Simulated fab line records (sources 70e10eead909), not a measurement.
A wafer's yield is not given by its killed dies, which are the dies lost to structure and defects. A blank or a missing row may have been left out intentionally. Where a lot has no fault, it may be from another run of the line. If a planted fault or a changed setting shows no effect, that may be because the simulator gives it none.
Chamber matching -- flow nand_harc -- NHARC_A_M0_DESCUM_14 on rie_diel-05 has 4 sister chambers
The step chemistry O2, time 3 s. 16 wafers are shown with their chamber, then 8 later ones without.

== WAFERS WITH THEIR CHAMBER ==
wafer,chamber,drypump_motor_current_A (A),showerhead_plenum_p_Torr (Torr),oes_product_au (a.u.)
L082.1,3,6.2,1.83,1.006
L082.2,1,5.1,1.94,1.014
L082.3,0,5.0,2.00,0.976
L082.4,2,6.5,1.98,1.022
L082.5,3,6.3,1.83,1.006
L082.6,0,5.0,2.00,0.980
L084.1,2,6.5,1.98,1.024
L084.2,3,6.2,1.83,1.003
L084.3,0,5.0,2.00,0.983
L089.1,3,6.2,1.82,0.992
L089.2,1,5.1,1.94,1.015
L089.3,0,5.0,1.99,0.977
L088.3,0,5.0,1.99,0.986
L088.4,3,6.2,1.83,1.008
L088.6,2,6.5,1.98,1.018
L090.1,1,5.1,1.94,1.006

SIGNATURES (averages over the wafers above)
reading,chamber 0,chamber 1,chamber 2,chamber 3,scatter within a chamber
drypump_motor_current_A,5.000,5.100,6.500,6.220,0.0258
showerhead_plenum_p_Torr,1.9960,1.9400,1.9800,1.8280,0.00408
oes_product_au,0.98040,1.01167,1.02133,1.00300,0.005
Rule: distance of a wafer from a chamber = root of the sum over the readings of ((wafer's reading minus chamber's mean) / reading's scatter) squared. The wafer belongs to the nearest chamber; if the next one is less than 2 further off, it can't be placed. The scatter: take each reading less its chamber's mean, square it, sum over the shown wafers, divide by the number of wafers less the number of chambers, and take the root.

== WAFERS WHOSE CHAMBER IS MISSING ==
wafer,drypump_motor_current_A (A),showerhead_plenum_p_Torr (Torr),oes_product_au (a.u.)
L090.5,5.1,1.94,1.006
L090.6,5.0,1.99,0.991
L095.1,5.1,1.94,0.999
L095.2,6.5,1.98,1.023
L095.3,5.0,1.99,0.988
L097.2,6.5,1.98,1.021
L097.4,5.0,1.99,0.986
L097.6,5.1,1.94,1.003

== THE CHAMBER EACH PASSED THROUGH ==
wafer,from the rows above,in truth
L090.5,1,1
L090.6,0,0
L095.1,1,1
L095.2,2,2
L095.3,0,0
L097.2,2,2
L097.4,0,0
L097.6,1,1
Correctly placed: 8 of 8. Not placeable from these rows: 0. Number placed wrongly: 0.
